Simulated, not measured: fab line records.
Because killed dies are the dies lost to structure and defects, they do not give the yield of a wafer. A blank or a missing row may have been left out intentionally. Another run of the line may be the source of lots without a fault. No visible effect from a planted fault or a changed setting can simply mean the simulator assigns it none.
Which tool did it? :: flow nand harc :: 13 lots, 39 wafers sampled, at 5 steps of a route of 1159

== WHAT THE GAUGES SHOWED, per wafer ==
NHARC_END_SORT_01. Usual: killed at array 21, standard deviation 8.9; killed at other 0.8, standard deviation 1.3; killed at periphery 3.6, standard deviation 2.4; killed dies 26, standard deviation 8.9; killed open 3.1, standard deviation 1.8; killed short 1.9, standard deviation 1.3.
lot: L617
measured: day 23 00:34
on: prober-02
killed at array: 24 20 61
killed at other: 0 2 1
killed at periphery: 4 4 5
killed dies: 28 26 67
killed open: 3 6 6
killed short: 4 1 2
flag: 

lot: L622
measured: day 23 23:44
on: prober-02
killed at array: 16 16 13
killed at other: 2 0 0
killed at periphery: 2 5 1
killed dies: 20 21 14
killed open: 6 6 2
killed short: 3 2 3
flag: 

lot: L623
measured: day 23 23:53
on: prober-01
killed at array: 22 28 20
killed at other: 0 0 0
killed at periphery: 4 2 3
killed dies: 26 30 23
killed open: 5 3 1
killed short: 1 2 3
flag: 

lot: L624
measured: day 24 07:35
on: prober-02
killed at array: 19 25 24
killed at other: 0 1 0
killed at periphery: 3 5 1
killed dies: 22 31 25
killed open: 4 4 5
killed short: 1 1 1
flag: 

lot: L626
measured: day 24 08:28
on: prober-01
killed at array: 14 13 15
killed at other: 0 1 1
killed at periphery: 6 3 1
killed dies: 20 17 17
killed open: 5 2 2
killed short: 2 3 3
flag: 

== TOOL THAT RAN EACH LOT (tool first, then ch and the chambers of the sampled wafers, then the start) ==
lot: L606
NHARC_A_SGD_CUT_STRIP_60: rie diel-08 ch 1,2, day 14 06:32
NHARC_THIN_TSV_DEP_47: pecvd-04 ch 0,1, day 19 02:11
NHARC_THIN_TSV_PVD_51: pvd sputter-02, day 19 05:04 or earlier
NHARC_THIN_TSV_DEGAS_53: pvd sputter-03, day 19 05:04

lot: L608
NHARC_A_SGD_CUT_STRIP_60: rie diel-12 ch 0,3, day 14 06:42
NHARC_THIN_TSV_DEP_47: pecvd-01 ch 0,1,2, day 19 08:37
NHARC_THIN_TSV_PVD_51: pvd sputter-03, day 19 11:30 or earlier
NHARC_THIN_TSV_DEGAS_53: pvd sputter-01, day 19 11:30

lot: L607
NHARC_A_SGD_CUT_STRIP_60: rie diel-04 ch 0,2, day 14 06:55
NHARC_THIN_TSV_DEP_47: pecvd-04 ch 0,2, day 19 01:11
NHARC_THIN_TSV_PVD_51: pvd sputter-03, day 19 04:05 or earlier
NHARC_THIN_TSV_DEGAS_53: pvd sputter-01, day 19 04:05

lot: L605
NHARC_A_SGD_CUT_STRIP_60: rie diel-04 ch 0,1,3, day 14 20:01
NHARC_THIN_TSV_DEP_47: pecvd-03 ch 1,2, day 20 04:18
NHARC_THIN_TSV_PVD_51: pvd sputter-01, day 20 07:11 or earlier
NHARC_THIN_TSV_DEGAS_53: pvd sputter-02, day 20 07:11

lot: L619
NHARC_A_SGD_CUT_STRIP_60: rie diel-04 ch 0,1, day 16 21:28
NHARC_THIN_TSV_DEP_47: pecvd-01 ch 0,2, day 21 23:19
NHARC_THIN_TSV_PVD_51: pvd sputter-01, day 22 02:20 or earlier
NHARC_THIN_TSV_DEGAS_53: pvd sputter-02, day 22 02:20

lot: L617
NHARC_A_SGD_CUT_STRIP_60: rie diel-08 ch 0,2,3, day 16 21:58
NHARC_THIN_TSV_DEP_47: pecvd-01 ch 0,1,2, day 22 11:34
NHARC_THIN_TSV_PVD_51: pvd sputter-03, day 22 14:28 or earlier
NHARC_THIN_TSV_DEGAS_53: pvd sputter-02, day 22 14:28

lot: L621
NHARC_A_SGD_CUT_STRIP_60: rie diel-04 ch 0,1, day 17 20:18
NHARC_THIN_TSV_DEP_47: pecvd-04 ch 1,2, day 23 02:00
NHARC_THIN_TSV_PVD_51: pvd sputter-01, day 23 04:54 or earlier
NHARC_THIN_TSV_DEGAS_53: pvd sputter-02, day 23 04:54

lot: L622
NHARC_A_SGD_CUT_STRIP_60: rie diel-04 ch 0,3, day 18 08:07
NHARC_THIN_TSV_DEP_47: pecvd-04 ch 0,1,2, day 23 07:29
NHARC_THIN_TSV_PVD_51: pvd sputter-03, day 23 10:31 or earlier
NHARC_THIN_TSV_DEGAS_53: pvd sputter-01, day 23 10:31

lot: L623
NHARC_A_SGD_CUT_STRIP_60: rie diel-04 ch 0,1, day 18 08:49
NHARC_THIN_TSV_DEP_47: pecvd-01 ch 0,1, day 23 08:45
NHARC_THIN_TSV_PVD_51: pvd sputter-01, day 23 11:40 or earlier
NHARC_THIN_TSV_DEGAS_53: pvd sputter-03, day 23 11:40

lot: L624
NHARC_A_SGD_CUT_STRIP_60: rie diel-12 ch 0,1,3, day 18 09:42
NHARC_THIN_TSV_DEP_47: pecvd-01 ch 0,1,2, day 23 11:41
NHARC_THIN_TSV_PVD_51: pvd sputter-03, day 23 14:38 or earlier
NHARC_THIN_TSV_DEGAS_53: pvd sputter-02, day 23 14:38

lot: L627
NHARC_A_SGD_CUT_STRIP_60: rie diel-08 ch 0,3, day 19 04:59
NHARC_THIN_TSV_DEP_47: pecvd-01 ch 0,2, day 23 21:07
NHARC_THIN_TSV_PVD_51: pvd sputter-03, day 24 00:04 or earlier
NHARC_THIN_TSV_DEGAS_53: pvd sputter-03, day 24 00:04

lot: L626
NHARC_A_SGD_CUT_STRIP_60: rie diel-04 ch 1,2, day 19 05:23
NHARC_THIN_TSV_DEP_47: pecvd-01 ch 0,2, day 23 19:41
NHARC_THIN_TSV_PVD_51: pvd sputter-01, day 23 22:46 or earlier
NHARC_THIN_TSV_DEGAS_53: pvd sputter-02, day 23 22:46

lot: L628
NHARC_A_SGD_CUT_STRIP_60: rie diel-04 ch 0,1,3, day 19 20:20
NHARC_THIN_TSV_DEP_47: pecvd-03 ch 0,1, day 24 08:13
NHARC_THIN_TSV_PVD_51: pvd sputter-03, day 24 11:09 or earlier
NHARC_THIN_TSV_DEGAS_53: pvd sputter-01, day 24 11:09
- NHARC_A_SGD_CUT_STRIP_60: strips in C4F8/O2/Ar.
- NHARC_THIN_TSV_DEP_47: deposits SiO2, target thk 200 nm.
- NHARC_THIN_TSV_PVD_51: deposits Cu, target thk 100 nm.
- NHARC_THIN_TSV_DEGAS_53: time 60 s.

== AS READ BY THE TOOLS THEMSELVES (means over the sampled wafers that have a number; for cases with no such wafer, the mark the record gives instead) ==
NHARC_THIN_TSV_DEP_47. Usual: flow sccm 2651 sccm, standard deviation 8.5; mfc precursor sccm 161.4 sccm, standard deviation 0.46; throttle valve pct 15.8 %, standard deviation 0.53.
lot: L606
tool: pecvd-04
flow sccm (sccm): 2651
mfc precursor sccm (sccm): 161.5
throttle valve pct (%): 16.3
flag: 

lot: L608
tool: pecvd-01
flow sccm (sccm): 2646
mfc precursor sccm (sccm): 160.9
throttle valve pct (%): 15.9
flag: 

lot: L607
tool: pecvd-04
flow sccm (sccm): 2649
mfc precursor sccm (sccm): 161.0
throttle valve pct (%): 15.8
flag: 

lot: L605
tool: pecvd-03
flow sccm (sccm): 2651
mfc precursor sccm (sccm): 161.7
throttle valve pct (%): 15.7
flag: 

lot: L619
tool: pecvd-01
flow sccm (sccm): 2665
mfc precursor sccm (sccm): 161.8
throttle valve pct (%): 15.8
flag: 

lot: L617
tool: pecvd-01
flow sccm (sccm): 2654
mfc precursor sccm (sccm): 161.2
throttle valve pct (%): 15.8
flag: 

lot: L621
tool: pecvd-04
flow sccm (sccm): 2645
mfc precursor sccm (sccm): 161.2
throttle valve pct (%): 16.2
flag: 

lot: L622
tool: pecvd-04
flow sccm (sccm): 2661
mfc precursor sccm (sccm): 161.4
throttle valve pct (%): 16.0
flag: 

lot: L623
tool: pecvd-01
flow sccm (sccm): 2646
mfc precursor sccm (sccm): 161.6
throttle valve pct (%): 15.8
flag: 

lot: L624
tool: pecvd-01
flow sccm (sccm): 2651
mfc precursor sccm (sccm): 161.7
throttle valve pct (%): 15.8
flag: 

lot: L627
tool: pecvd-01
flow sccm (sccm): 2651
mfc precursor sccm (sccm): 161.3
throttle valve pct (%): 16.2
flag: 

lot: L626
tool: pecvd-01
flow sccm (sccm): 2648
mfc precursor sccm (sccm): 161.4
throttle valve pct (%): 16.2
flag: 

lot: L628
tool: pecvd-03
flow sccm (sccm): 2657
mfc precursor sccm (sccm): 161.6
throttle valve pct (%): 15.2
flag: 

NHARC_THIN_TSV_PVD_51. Usual: throttle valve pct 29.2 %, standard deviation 0.61.
lot: L606
tool: pvd sputter-02
throttle valve pct (%): 29.5
flag: 

lot: L608
tool: pvd sputter-03
throttle valve pct (%): 29.2
flag: 

lot: L607
tool: pvd sputter-03
throttle valve pct (%): 29.6
flag: 

lot: L605
tool: pvd sputter-01
throttle valve pct (%): 28.8
flag: 

lot: L619
tool: pvd sputter-01
throttle valve pct (%): 29.5
flag: 

lot: L617
tool: pvd sputter-03
throttle valve pct (%): 28.7
flag: 

lot: L621
tool: pvd sputter-01
throttle valve pct (%): 29.6
flag: 

lot: L622
tool: pvd sputter-03
throttle valve pct (%): 28.7
flag: 

lot: L623
tool: pvd sputter-01
throttle valve pct (%): 29.7
flag: 

lot: L624
tool: pvd sputter-03
throttle valve pct (%): 29.0
flag: 

lot: L627
tool: pvd sputter-03
throttle valve pct (%): 28.5
flag: 

lot: L626
tool: pvd sputter-01
throttle valve pct (%): 29.2
flag: 

lot: L628
tool: pvd sputter-03
throttle valve pct (%): 29.2
flag: 

NHARC_THIN_TSV_DEGAS_53. Usual: heater power w 466 W, standard deviation 50.
lot: L606
tool: pvd sputter-03
heater power w (W): 450
flag: 

lot: L608
tool: pvd sputter-01
heater power w (W): 447
flag: 

lot: L607
tool: pvd sputter-01
heater power w (W): 456
flag: 

lot: L605
tool: pvd sputter-02
heater power w (W): 486
flag: 

lot: L619
tool: pvd sputter-02
heater power w (W): 499
flag: 

lot: L617
tool: pvd sputter-02
heater power w (W): 499
flag: 

lot: L621
tool: pvd sputter-02
heater power w (W): 497
flag: 

lot: L622
tool: pvd sputter-01
heater power w (W): 464
flag: 

lot: L623
tool: pvd sputter-03
heater power w (W): 446
flag: 

lot: L624
tool: pvd sputter-02
heater power w (W): 513
flag: 

lot: L627
tool: pvd sputter-03
heater power w (W): 451
flag: 

lot: L626
tool: pvd sputter-02
heater power w (W): 493
flag: 

lot: L628
tool: pvd sputter-01
heater power w (W): 439
flag: 

== THE ANSWER, worked out from the rows above alone ==
Rule: lot off if the mean of its wafers having a number is beyond 3 standard deviations from the usual mean. A lot without any number at a reading at which 4 lots or more have one is off too. Where the step has rows for the other lots, those lots are counted as sound. First the gauges in route order, then the tools' own readings, where a lot's mean is used as printed above. At the first step where some lot is off, the reading lying furthest off is the one used; lots without a number count as furthest.
None of the lots is off at any reading shown; this tells nothing.

== WHAT WAS PUT IN BY THE SIMULATOR ==
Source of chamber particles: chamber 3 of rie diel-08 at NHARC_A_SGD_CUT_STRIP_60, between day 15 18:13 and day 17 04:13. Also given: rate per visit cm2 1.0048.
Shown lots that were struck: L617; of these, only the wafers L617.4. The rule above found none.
